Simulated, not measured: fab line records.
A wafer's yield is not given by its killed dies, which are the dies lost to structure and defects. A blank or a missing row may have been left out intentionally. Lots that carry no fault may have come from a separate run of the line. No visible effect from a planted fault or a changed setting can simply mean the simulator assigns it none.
Split-lot trial || flow n5Finfet || on a route of 1938 steps: 7 lots, 21 wafers read

ON THE SPLIT
At N5_FIN_CUT_COAT_19 (time 60 s, resist thk 20 nm), the setting spinRpm was moved away from the recipe's 1500 rpm on 5 of the 21 wafers read, by -6.7% to +9.2%. All remaining wafers had this setting at the recipe value.

FROM THE SPLIT TO THE READING: what the file shows between them, 4 steps
- N5_FIN_CUT_COAT_29: time 60 s, resist thk 10 nm
- N5_FIN_CUT_COAT_02: resist thk 30 nm
- N5_FIN_CUT_DESCUM_13: chemistry O2, time 7 s
- N5_FIN_CUT_ETCH_30: etches underlayer in N2/H2, target depth 13 nm, time 10.4 s

THE READING
etch.depthNm (the simulator's own value, which no gauge read), in nm, at N5_FIN_CUT_ETCH_20 (etches SiARC in CF4, target depth 26 nm, time 43.3 s). The file gives no usual value for it. Average 20.01 nm, standard deviation 0.056 nm, over the 16 wafers here run with the recipe.

{"wafer": "L074.1", "tool, chamber at the split": "lithoTrack-05, 0", "spinRpm as run, rpm": 1500, "against the recipe": "recipe", "etch.depthNm, nm": 20, "against lot-mates on the recipe": "-"}
{"wafer": "L074.3", "tool, chamber at the split": "lithoTrack-05, 0", "spinRpm as run, rpm": 1500, "against the recipe": "recipe", "etch.depthNm, nm": 20.04, "against lot-mates on the recipe": "-"}
{"wafer": "L074.5", "tool, chamber at the split": "lithoTrack-05, 0", "spinRpm as run, rpm": 1636, "against the recipe": "+9.1%", "etch.depthNm, nm": 19.14, "against lot-mates on the recipe": -0.88}
{"wafer": "L078.1", "tool, chamber at the split": "lithoTrack-03, 0", "spinRpm as run, rpm": 1500, "against the recipe": "recipe", "etch.depthNm, nm": 19.98, "against lot-mates on the recipe": "-"}
{"wafer": "L078.2", "tool, chamber at the split": "lithoTrack-03, 0", "spinRpm as run, rpm": 1500, "against the recipe": "recipe", "etch.depthNm, nm": 20.01, "against lot-mates on the recipe": "-"}
{"wafer": "L078.5", "tool, chamber at the split": "lithoTrack-03, 0", "spinRpm as run, rpm": 1633, "against the recipe": "+8.9%", "etch.depthNm, nm": 19.16, "against lot-mates on the recipe": -0.84}
{"wafer": "L080.1", "tool, chamber at the split": "lithoTrack-03, 0", "spinRpm as run, rpm": 1500, "against the recipe": "recipe", "etch.depthNm, nm": 20.01, "against lot-mates on the recipe": "-"}
{"wafer": "L080.3", "tool, chamber at the split": "lithoTrack-03, 0", "spinRpm as run, rpm": 1500, "against the recipe": "recipe", "etch.depthNm, nm": 19.99, "against lot-mates on the recipe": "-"}
{"wafer": "L080.4", "tool, chamber at the split": "lithoTrack-03, 0", "spinRpm as run, rpm": 1500, "against the recipe": "recipe", "etch.depthNm, nm": 19.99, "against lot-mates on the recipe": "-"}
{"wafer": "L086.1", "tool, chamber at the split": "lithoTrack-05, 0", "spinRpm as run, rpm": 1500, "against the recipe": "recipe", "etch.depthNm, nm": 20.11, "against lot-mates on the recipe": "-"}
{"wafer": "L086.3", "tool, chamber at the split": "lithoTrack-05, 0", "spinRpm as run, rpm": 1500, "against the recipe": "recipe", "etch.depthNm, nm": 20.11, "against lot-mates on the recipe": "-"}
{"wafer": "L086.4", "tool, chamber at the split": "lithoTrack-05, 0", "spinRpm as run, rpm": 1500, "against the recipe": "recipe", "etch.depthNm, nm": 20.06, "against lot-mates on the recipe": "-"}
{"wafer": "L087.1", "tool, chamber at the split": "lithoTrack-02, 0", "spinRpm as run, rpm": 1500, "against the recipe": "recipe", "etch.depthNm, nm": 20.09, "against lot-mates on the recipe": "-"}
{"wafer": "L087.2", "tool, chamber at the split": "lithoTrack-02, 0", "spinRpm as run, rpm": 1500, "against the recipe": "recipe", "etch.depthNm, nm": 20.01, "against lot-mates on the recipe": "-"}
{"wafer": "L087.3", "tool, chamber at the split": "lithoTrack-02, 0", "spinRpm as run, rpm": 1500, "against the recipe": "recipe", "etch.depthNm, nm": 20, "against lot-mates on the recipe": "-"}
{"wafer": "L088.1", "tool, chamber at the split": "lithoTrack-03, 0", "spinRpm as run, rpm": 1500, "against the recipe": "recipe", "etch.depthNm, nm": 19.93, "against lot-mates on the recipe": "-"}
{"wafer": "L088.2", "tool, chamber at the split": "lithoTrack-03, 0", "spinRpm as run, rpm": 1400, "against the recipe": "-6.7%", "etch.depthNm, nm": 20.63, "against lot-mates on the recipe": "+0.70"}
{"wafer": "L088.3", "tool, chamber at the split": "lithoTrack-03, 0", "spinRpm as run, rpm": 1400, "against the recipe": "-6.7%", "etch.depthNm, nm": 20.6, "against lot-mates on the recipe": "+0.67"}
{"wafer": "L096.2", "tool, chamber at the split": "lithoTrack-03, 0", "spinRpm as run, rpm": 1500, "against the recipe": "recipe", "etch.depthNm, nm": 19.94, "against lot-mates on the recipe": "-"}
{"wafer": "L096.3", "tool, chamber at the split": "lithoTrack-03, 0", "spinRpm as run, rpm": 1638, "against the recipe": "+9.2%", "etch.depthNm, nm": 19.05, "against lot-mates on the recipe": -0.88}
{"wafer": "L096.6", "tool, chamber at the split": "lithoTrack-03, 0", "spinRpm as run, rpm": 1500, "against the recipe": "recipe", "etch.depthNm, nm": 19.92, "against lot-mates on the recipe": "-"}

THE FIT
A straight line over all 21 wafers: etch.depthNm changes by -0.0965 nm for each +1% of spinRpm; r = -0.99; the points scatter about the line by 0.056 nm.
The same after taking each lot's own level away (the mean of its wafers on the recipe; 21 wafers): -0.0978 nm for each +1%; r = -1.00; scatter 0.025 nm.
According to that fit, moving spinRpm by its largest amount changes the reading by 0.9 nm.
The lots' own levels span 19.930 to 20.093 nm, that is 2.9 times the standard deviation above.
Consequently the slope shifts little with the lot-to-lot level, the two slopes agreeing.
Check: with one of the wafers moved furthest among these (+9.2%) left out of the fit, the line predicts -0.899 nm for it against its lot-mates. Against them it came out at -0.88 nm.

OTHER SPLITS ON THESE WAFERS
Note: prior to the reading, these wafers also went through further splits. Each is held against what the fit with the lots' levels taken away leaves over:
{"other split on the same wafers": "N5_ZERO_LAYER_COAT_05 spinRpm", "wafers away from the commonest value": 4, "r with etch.depthNm (lot level and that fit taken away)": "+0.27"}
{"other split on the same wafers": "N5_ZERO_LAYER_EXPOSE_08 doseMj", "wafers away from the commonest value": 9, "r with etch.depthNm (lot level and that fit taken away)": -0.17}
{"other split on the same wafers": "N5_PMOS_HMC_CHANNEL_EPI_PEB_07 pebTempC", "wafers away from the commonest value": 5, "r with etch.depthNm (lot level and that fit taken away)": "+0.07"}
{"other split on the same wafers": "N5_PMOS_HMC_CHANNEL_EPI_DEVELOP_08 developTimeS", "wafers away from the commonest value": 3, "r with etch.depthNm (lot level and that fit taken away)": "+0.06"}
{"other split on the same wafers": "N5_FIN_SAQP_ETCH_34 sourceW", "wafers away from the commonest value": 5, "r with etch.depthNm (lot level and that fit taken away)": -0.34}

THE WHOLE CHAIN: every reading that the file lists as answering this split, in the file's order
{"step": "N5_FIN_CUT_COAT_19", "what it does": "time 60 s, resist thk 20 nm", "reading": "SiARC_of_FIN_CUT_COAT_19.thkNm (the simulator's own value, which no gauge read)", "change (the file's fit)": "-0.095 nm for each +1% of the setting", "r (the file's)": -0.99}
{"step": "N5_FIN_CUT_ETCH_20", "what it does": "etches SiARC in CF4, target depth 26 nm, time 43.3 s", "reading": "etch.depthNm (the simulator's own value, which no gauge read)", "change (the file's fit)": "-0.0969 nm for each +1% of the setting", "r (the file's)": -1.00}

THE FILE'S OWN FIT
etch.depthNm changes by -0.0969 nm for each +1% of spinRpm, r = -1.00.
